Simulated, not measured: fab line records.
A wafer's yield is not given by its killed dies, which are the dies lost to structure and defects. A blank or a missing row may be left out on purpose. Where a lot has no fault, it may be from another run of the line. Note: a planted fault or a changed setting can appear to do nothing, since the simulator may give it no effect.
Which of the tools did it? ; flow nand-harc ; 12 lots with 36 wafers sampled at 2 steps, on a route of 1302 steps

## WHAT THE GAUGES SHOWED, per wafer
NHARC_P_STI_INSPECT_25.
lot;measured;on;raw-defect-count
L075;day 5 01:40;defect-inspect-01;348 165 211
L077;day 5 08:18;defect-inspect-02;194 207 343
L079;day 6 06:07;defect-inspect-02;124 241 199
L081;day 7 00:46;defect-inspect-02;373 185 235
L083;day 7 21:47;defect-inspect-01;156 166 158
L085;day 8 12:29;defect-inspect-01;156 153 122
L087;day 9 08:37;defect-inspect-01;287 138 255
L089;day 10 02:15;defect-inspect-01;248 219 113
L091;day 11 05:52;defect-inspect-02;96 201 151
L093;day 11 20:14;defect-inspect-01;316 276 196
L095;day 12 16:46;defect-inspect-02;251 325 303
L097;day 13 12:08;defect-inspect-01;192 127 174

## WHICH TOOL RAN EACH LOT (tool, then ch and the chambers of the sampled wafers, then the start)
lot;NHARC_P_ZERO_WELL_DESCUM_39
L075;rie-diel-09 ch 0,2, day 2 10:50
L077;rie-diel-02 ch 1,2,3, day 3 06:22
L079;rie-diel-09 ch 1,2, day 4 02:38
L081;rie-diel-08 ch 0,2,3, day 4 22:08
L083;rie-diel-02 ch 1,2, day 5 18:16
L085;rie-diel-09 ch 0,1,3, day 6 14:01
L087;rie-diel-08 ch 1,2,3, day 7 10:14
L089;rie-diel-09 ch 0,2,3, day 8 06:16
L091;rie-diel-09 ch 1,3, day 9 02:22
L093;rie-diel-08 ch 0,1, day 9 22:22
L095;rie-diel-08 ch 0,3, day 10 18:23
L097;rie-diel-09 ch 1,2,3, day 11 14:08
- NHARC_P_ZERO_WELL_DESCUM_39: chemistry O2, time 3 s.

## THE ANSWER, worked out from the rows above alone
Rule: usual is defined by the lots themselves. Put in order of their means at a reading, lots are off if they are a third of the lots or fewer, leave a main group of 4 or more, and stand apart from it by a gap of 3 or more times the standard deviation of the main group's means; of several such gaps the widest counts. A main group is skipped when, at the precision printed for the reading in the tables above, its means are all equal. Also off: a lot with no number at a reading for which 4 or more lots have one. Where the step has rows for the other lots, those lots are counted as sound.
No lot is off on any of the readings shown, so nothing can be concluded from this.

## WHAT THE SIMULATOR HAD PUT IN
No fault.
